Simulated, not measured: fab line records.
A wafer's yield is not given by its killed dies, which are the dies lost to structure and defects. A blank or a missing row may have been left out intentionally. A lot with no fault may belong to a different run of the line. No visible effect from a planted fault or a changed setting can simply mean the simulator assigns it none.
Which tool did it?    flow nand_harc    Sampling: 24 lots, 72 wafers, 6 of 1302 route steps

WHAT EACH GAUGE READ, for each wafer
NHARC_A_CONTACT_OVL_MEAS_70. Usual: overlay_x_nm -0.3 nm, standard deviation 0.82; overlay_y_nm 0.0 nm, standard deviation 0.72.
lot   measured      on          overlay_x_nm (nm)  overlay_y_nm (nm)  flag
L074  day 22 04:43  overlay-02  -0.8 -0.4 -0.7     0.2 -0.2 0.2       
L076  day 22 13:53  overlay-02  -0.4 -0.5 -0.2     1.7 1.8 2.2        
L075  day 22 16:58  overlay-02  -0.4 -0.3 -0.2     -1.1 -0.6 -1.0     
L077  day 22 22:51  overlay-02  1.0 0.6 0.7        -0.4 -1.0 -0.4     
L079  day 23 09:20  overlay-02  0.9 0.4 0.6        0.5 0.4 0.4        
L078  day 23 20:16  overlay-02  -0.7 -0.6 -1.0     0.1 0.0 0.0        
L080  day 24 00:23  overlay-02  1.4 0.9 1.1        0.4 0.4 0.8        
L081  day 24 01:26  overlay-02  -1.4 -1.1 -1.4     0.0 0.5 -0.6       
L083  day 26 04:59  overlay-01  -0.9 -0.4 -0.3     -1.2 -1.2 -0.9     
L084  day 26 07:26  overlay-01  -0.7 -1.1 -0.1     0.4 0.3 0.5        
L082  day 26 08:06  overlay-02  0.3 0.5 0.2        -0.2 -0.2 -0.5     
L085  day 26 11:52  overlay-01  -1.2 -2.1 -1.6     0.1 0.4 0.1        
L088  day 27 06:09  overlay-01  -0.7 -0.8 -0.2     0.6 0.5 0.8        
L086  day 27 07:46  overlay-01  -0.1 -0.9 -0.3     -0.1 -0.6 -0.2     
L089  day 27 22:40  overlay-02  -0.7 0.1 -0.1      0.1 -0.5 0.1       
L090  day 29 01:14  overlay-01  0.2 0.1 -0.2       -0.3 0.3 0.2       
L087  day 29 12:43  overlay-02  -0.6 0.3 0.0       0.0 0.1 -0.2       
L091  day 29 10:10  overlay-02  1.2 0.9 1.0        0.7 0.3 1.2        
L092  day 29 19:29  overlay-02  -0.9 -0.4 -0.6     -0.1 -0.9 -0.6     
L096  day 30 10:59  overlay-01  1.4 0.6 0.9        -0.9 -0.9 -0.6     
L094  day 30 11:29  overlay-01  -1.4 -1.3 -1.6     1.4 1.1 0.9        
L095  day 30 20:45  overlay-02  -1.2 -1.6 -1.6     -0.3 -0.8 -0.7     
L093  day 31 05:49  overlay-02  -1.5 -1.6 -1.6     -0.6 -0.5 -0.9     
L097  day 31 09:50  overlay-01  1.4 0.8 -0.1       -0.4 -0.6 -0.9     

EACH LOT AND THE TOOL THAT RAN IT (in order: tool; ch and the chambers of the sampled wafers; start)
lot   NHARC_A_WL_FILL_CMP_12         NHARC_A_CONTACT_DEP_28         NHARC_A_CONTACT_ETCH_113              NHARC_A_CONTACT_ETCH_122              NHARC_A_CONTACT_DEP_57
L074  cmp-03 ch 0,2,3, day 21 08:29  acl_dep-02 ch 0, day 21 10:57  har_cap_etch-02 ch 0,1, day 21 18:25  har_cap_etch-02 ch 0,1, day 21 20:28  acl_dep-03 ch 0, day 22 00:47
L076  cmp-01 ch 1,2,3, day 21 20:20  acl_dep-02 ch 0, day 21 22:44  har_cap_etch-03 ch 0,1, day 22 05:56  har_cap_etch-03 ch 0,1, day 22 07:28  acl_dep-02 ch 0, day 22 09:50
L075  cmp-03 ch 0,2,3, day 21 20:28  acl_dep-01 ch 0, day 22 01:09  har_cap_etch-03 ch 0,1, day 22 08:35  har_cap_etch-03 ch 0,1, day 22 10:08  acl_dep-02 ch 0, day 22 14:08
L077  cmp-01 ch 0,1,3, day 22 05:53  acl_dep-01 ch 0, day 22 07:01  har_cap_etch-01 ch 0,1, day 22 14:26  har_cap_etch-01 ch 0,1, day 22 15:59  acl_dep-01 ch 0, day 22 18:52
L079  cmp-03 ch 1,3, day 22 16:40    acl_dep-03 ch 0, day 22 18:32  har_cap_etch-02 ch 0,1, day 23 01:29  har_cap_etch-02 ch 0,1, day 23 03:01  acl_dep-02 ch 0, day 23 05:53
L078  cmp-01 ch 0,1,2, day 23 02:59  acl_dep-03 ch 0, day 23 04:52  har_cap_etch-01 ch 0,1, day 23 12:23  har_cap_etch-01 ch 0,1, day 23 13:56  acl_dep-03 ch 0, day 23 16:52
L080  cmp-01 ch 0,1,2, day 23 05:52  acl_dep-03 ch 0, day 23 08:29  har_cap_etch-03 ch 0, day 23 15:53    har_cap_etch-03 ch 0, day 23 17:26    acl_dep-01 ch 0, day 23 20:20
L081  cmp-03 ch 1,2, day 23 06:01    acl_dep-01 ch 0, day 23 08:34  har_cap_etch-01 ch 0,1, day 23 16:05  har_cap_etch-01 ch 0,1, day 23 17:38  acl_dep-03 ch 0, day 23 21:23
L083  cmp-01 ch 0,1,2, day 25 08:43  acl_dep-02 ch 0, day 25 12:12  har_cap_etch-03 ch 0,1, day 25 18:53  har_cap_etch-03 ch 0,1, day 25 20:25  acl_dep-01 ch 0, day 26 01:28
L084  cmp-02 ch 0,1,2, day 25 11:59  acl_dep-01 ch 0, day 25 15:11  har_cap_etch-01 ch 0,1, day 25 22:52  har_cap_etch-01 ch 0,1, day 26 00:23  acl_dep-03 ch 0, day 26 03:23
L082  cmp-01 ch 1,2, day 25 12:01    acl_dep-02 ch 0, day 25 15:46  har_cap_etch-02 ch 0,1, day 25 23:32  har_cap_etch-02 ch 0,1, day 26 01:04  acl_dep-02 ch 0, day 26 03:59
L085  cmp-01 ch 0,2,3, day 25 16:36  acl_dep-03 ch 0, day 25 21:17  har_cap_etch-03 ch 0,1, day 26 03:58  har_cap_etch-03 ch 0,1, day 26 05:30  acl_dep-03 ch 0, day 26 08:22
L088  cmp-01 ch 0,1,3, day 26 08:23  acl_dep-03 ch 0, day 26 11:02  har_cap_etch-03 ch 0,1, day 26 18:28  har_cap_etch-03 ch 0,1, day 26 20:00  acl_dep-03 ch 0, day 27 02:14
L086  cmp-03 ch 0,2,3, day 26 08:25  acl_dep-02 ch 0, day 26 11:13  har_cap_etch-01 ch 0,1, day 26 18:47  har_cap_etch-01 ch 0,1, day 26 20:20  acl_dep-01 ch 0, day 27 03:46
L089  cmp-03 ch 0,3, day 27 04:56    acl_dep-03 ch 0, day 27 08:03  har_cap_etch-01 ch 0,1, day 27 14:43  har_cap_etch-01 ch 0,1, day 27 16:16  acl_dep-03 ch 0, day 27 19:17
L090  cmp-02 ch 1,2,3, day 28 05:46  acl_dep-03 ch 0, day 28 06:54  har_cap_etch-03 ch 0,1, day 28 14:17  har_cap_etch-03 ch 0,1, day 28 16:11  acl_dep-01 ch 0, day 28 21:15
L087  cmp-03 ch 0,1,2, day 28 13:35  acl_dep-01 ch 0, day 28 17:01  har_cap_etch-01 ch 0,1, day 29 00:14  har_cap_etch-01 ch 0,1, day 29 01:46  acl_dep-03 ch 0, day 29 08:47
L091  cmp-01 ch 0,2,3, day 28 13:38  acl_dep-03 ch 0, day 28 16:11  har_cap_etch-02 ch 0,1, day 28 22:46  har_cap_etch-02 ch 0,1, day 29 00:19  acl_dep-01 ch 0, day 29 06:40
L092  cmp-03 ch 0,2,3, day 29 00:36  acl_dep-02 ch 0, day 29 05:07  har_cap_etch-02 ch 0,1, day 29 11:09  har_cap_etch-02 ch 0,1, day 29 12:42  acl_dep-01 ch 0, day 29 16:30
L096  cmp-01 ch 1,2,3, day 29 18:19  acl_dep-03 ch 0, day 29 20:31  har_cap_etch-01 ch 0,1, day 30 03:02  har_cap_etch-01 ch 0,1, day 30 04:35  acl_dep-02 ch 0, day 30 07:35
L094  cmp-02 ch 0,2,3, day 29 18:28  acl_dep-01 ch 0, day 29 20:22  har_cap_etch-02 ch 0,1, day 30 03:34  har_cap_etch-02 ch 0,1, day 30 05:07  acl_dep-03 ch 0, day 30 07:25
L095  cmp-02 ch 1,2,3, day 30 04:19  acl_dep-01 ch 0, day 30 06:08  har_cap_etch-01 ch 0,1, day 30 12:49  har_cap_etch-01 ch 0,1, day 30 14:22  acl_dep-03 ch 0, day 30 17:20
L093  cmp-03 ch 0,1,2, day 30 07:56  acl_dep-03 ch 0, day 30 10:40  har_cap_etch-02 ch 0,1, day 30 18:04  har_cap_etch-02 ch 0,1, day 30 19:36  acl_dep-03 ch 0, day 31 01:45
L097  cmp-03 ch 2,3, day 30 14:18    acl_dep-01 ch 0, day 30 16:11  har_cap_etch-02 ch 0,1, day 31 00:12  har_cap_etch-02 ch 0,1, day 31 01:45  acl_dep-02 ch 0, day 31 05:45
- NHARC_A_WL_FILL_CMP_12: polishes, t overpolish 30 s, target thk 100 nm.
- NHARC_A_CONTACT_DEP_28: deposits aC, target thk 7000 nm.
- NHARC_A_CONTACT_ETCH_113: etches the open film in C4F8/O2/Ar, time 190 s, target depth 1850 nm.
- NHARC_A_CONTACT_ETCH_122: etches the open film in C4F8/O2/Ar, time 190 s, target depth 1850 nm.
- NHARC_A_CONTACT_DEP_57: deposits aC, target thk 5300 nm.

WHAT THE TOOLS THEMSELVES READ (means of the sampled wafers that have a number; where no wafer has one, the mark that the record gives instead)
NHARC_A_WL_FILL_CMP_12. Usual: motor_current_A 12.2 A, standard deviation 1.3; overpolish_run_s 30.001 s, standard deviation 0.0098; time_to_endpoint_s 20.5 s, standard deviation 2.3.
lot   tool    motor_current_A (A)  overpolish_run_s (s)  time_to_endpoint_s (s)  flag
L074  cmp-03  11.7                 29.997                22.6                    
L076  cmp-01  12.4                 29.998                19.5                    
L075  cmp-03  12.0                 29.999                18.8                    
L077  cmp-01  12.4                 30.003                24.4                    
L079  cmp-03  12.5                 29.992                19.2                    
L078  cmp-01  12.6                 30.014                23.0                    
L080  cmp-01  12.7                 29.992                24.6                    
L081  cmp-03  12.0                 29.997                21.3                    
L083  cmp-01  12.8                 29.993                22.3                    
L084  cmp-02  12.2                 30.016                23.7                    
L082  cmp-01  12.9                 29.991                20.5                    
L085  cmp-01  11.3                 30.005                19.3                    
L088  cmp-01  12.9                 30.000                20.7                    
L086  cmp-03  11.9                 30.005                20.4                    
L089  cmp-03  11.3                 30.012                19.8                    
L090  cmp-02  12.4                 30.009                18.0                    
L087  cmp-03  11.9                 29.998                19.6                    
L091  cmp-01  11.9                 30.008                20.5                    
L092  cmp-03  12.2                 29.996                19.3                    
L096  cmp-01  12.5                 30.003                18.9                    
L094  cmp-02  11.9                 30.003                20.3                    
L095  cmp-02  12.2                 30.006                20.8                    
L093  cmp-03  11.4                 29.995                17.9                    
L097  cmp-03  12.5                 29.998                20.4                    

NHARC_A_CONTACT_DEP_28. Usual: throttle_valve_pct 35.000 %, standard deviation 0.009.
lot   tool        throttle_valve_pct (%)  flag
L074  acl_dep-02  34.995                  
L076  acl_dep-02  35.010                  
L075  acl_dep-01  34.993                  
L077  acl_dep-01  34.998                  
L079  acl_dep-03  35.003                  
L078  acl_dep-03  34.995                  
L080  acl_dep-03  34.996                  
L081  acl_dep-01  34.997                  
L083  acl_dep-02  34.989                  
L084  acl_dep-01  34.995                  
L082  acl_dep-02  34.995                  
L085  acl_dep-03  35.008                  
L088  acl_dep-03  35.001                  
L086  acl_dep-02  35.007                  
L089  acl_dep-03  35.005                  
L090  acl_dep-03  34.996                  
L087  acl_dep-01  34.997                  
L091  acl_dep-03  34.997                  
L092  acl_dep-02  34.998                  
L096  acl_dep-03  34.994                  
L094  acl_dep-01  34.992                  
L095  acl_dep-01  35.006                  
L093  acl_dep-03  35.003                  
L097  acl_dep-01  34.993                  

NHARC_A_CONTACT_DEP_57. Usual: throttle_valve_pct 34.998 %, standard deviation 0.0098.
lot   tool        throttle_valve_pct (%)  flag
L074  acl_dep-03  35.001                  
L076  acl_dep-02  34.995                  
L075  acl_dep-02  34.996                  
L077  acl_dep-01  35.001                  
L079  acl_dep-02  35.002                  
L078  acl_dep-03  34.990                  
L080  acl_dep-01  35.005                  
L081  acl_dep-03  34.999                  
L083  acl_dep-01  35.001                  
L084  acl_dep-03  35.003                  
L082  acl_dep-02  34.999                  
L085  acl_dep-03  34.993                  
L088  acl_dep-03  34.992                  
L086  acl_dep-01  34.988                  
L089  acl_dep-03  35.012                  
L090  acl_dep-01  35.006                  
L087  acl_dep-03  34.997                  
L091  acl_dep-01  34.993                  
L092  acl_dep-01  34.995                  
L096  acl_dep-02  34.997                  
L094  acl_dep-03  35.001                  
L095  acl_dep-03  34.999                  
L093  acl_dep-03  34.988                  
L097  acl_dep-02  35.007                  

THE ANSWER, worked out from the rows above alone
Rule: a lot is off if the mean of its wafers that have a number lies more than 3 standard deviations from the usual mean. Also off: a lot with no number at a reading for which 4 or more lots have one. All remaining lots with rows at the step are treated as sound. Order of review: gauges by route order, followed by the tools' own readings, for which a lot's mean as printed above is used. The first step at which some lot is off is used, and at that step the reading that is off furthest; a lot without a number counts as furthest.
None of the lots is off at any reading shown; this tells nothing.

WHAT THE SIMULATOR PUT IN
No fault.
